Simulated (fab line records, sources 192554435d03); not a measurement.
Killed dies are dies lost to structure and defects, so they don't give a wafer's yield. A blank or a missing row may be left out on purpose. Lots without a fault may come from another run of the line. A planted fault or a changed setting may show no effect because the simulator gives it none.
Chamber matching | flow n5_finfet | N5_FIN_SAQP_SPACER1_ALD_24 on ald_sin-03: 4 sister chambers
The step deposits SiO2, target thk 20.3 nm, pulse time 1 s, purge time 2 s. 4 wafers are shown with their chamber, then 7 later ones without.

WAFERS WITH THEIR CHAMBER
wafer  | chamber | heater_power_w (W)
L086.5 | 0       | 539
L092.6 | 3       | 486
L093.1 | 1       | 480
L093.4 | 2       | 485

WAFERS WITHOUT THEIR CHAMBER
wafer  | heater_power_w (W)
L093.6 | 477
L096.2 | 513
L096.4 | 544
L096.5 | 564
L097.2 | 479
L097.3 | 470
L097.6 | 550

WHICH CHAMBER EACH WENT THROUGH
wafer  | from the rows above               | in truth
L093.6 | can't be placed: 1 or 2 or 3      | 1
L096.2 | can't be placed: 0 or 3 or 2 or 1 | 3
L096.4 | 0                                 | 0
L096.5 | 0                                 | 0
L097.2 | can't be placed: 1 or 2 or 3      | 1
L097.3 | can't be placed: 1 or 2 or 3      | 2
L097.6 | 0                                 | 0
Placed correctly: 3 of 7. Can't be placed from these rows: 4 (the true chamber is among the candidates in 4). Placed wrongly: 0.
How it was worked out, from the rows above alone: a wafer's distance from a chamber is the root of the sum, over the readings, of the square of ((its reading less the chamber's mean) divided by the reading's scatter). The wafer belongs to the nearest chamber; if the next one is less than 2 further off, it can't be placed. A chamber's mean is the mean of its shown wafers. The scatter: with one shown wafer a chamber, the root of the mean of the squares of how far each hidden wafer lies from its nearest shown one.
